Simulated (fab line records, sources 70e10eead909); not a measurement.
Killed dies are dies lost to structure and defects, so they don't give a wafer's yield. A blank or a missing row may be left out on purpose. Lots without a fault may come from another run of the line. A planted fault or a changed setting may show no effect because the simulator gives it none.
Chamber matching | flow nand_harc | NHARC_A_CONTACT_DEP_29 on pecvd-02: 3 sister chambers
The step deposits SiON, target thk 100 nm. 5 wafers are shown with their chamber, then 7 later ones without.

WAFERS WITH THEIR CHAMBER
wafer  | chamber | heater_power_w (W) | heater_power_outer_w (W)
L821.2 | 2       | 737                | 464
L827.5 | 1       | 717                | 424
L828.2 | 1       | 772                | 451
L836.3 | 0       | 805                | 501
L836.5 | 0       | 828                | 497

WAFERS WITHOUT THEIR CHAMBER
wafer  | heater_power_w (W) | heater_power_outer_w (W)
L836.6 | 777                | 500
L842.1 | 709                | 415
L842.4 | 760                | 492
L842.5 | 720                | 425
L844.2 | 844                | 496
L844.4 | 754                | 503
L844.5 | 825                | 504

WHICH CHAMBER EACH WENT THROUGH
wafer  | from the rows above     | in truth
L836.6 | can't be placed: 0 or 2 | 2
L842.1 | can't be placed: 1 or 2 | 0
L842.4 | can't be placed: 0 or 2 | 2
L842.5 | can't be placed: 1 or 2 | 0
L844.2 | 0                       | 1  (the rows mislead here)
L844.4 | can't be placed: 0 or 2 | 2
L844.5 | 0                       | 0
Placed correctly: 1 of 7. Can't be placed from these rows: 5 (the true chamber is among the candidates in 3). Placed wrongly: 1.
How it was worked out, from the rows above alone: a wafer's distance from a chamber is the root of the sum, over the readings, of the square of ((its reading less the chamber's mean) divided by the reading's scatter). The wafer belongs to the nearest chamber; if the next one is less than 2 further off, it can't be placed. A chamber's mean is the mean of its shown wafers. The scatter: the root of (the sum of the squares of (reading less its chamber's mean) over the shown wafers, divided by (wafers less chambers)).
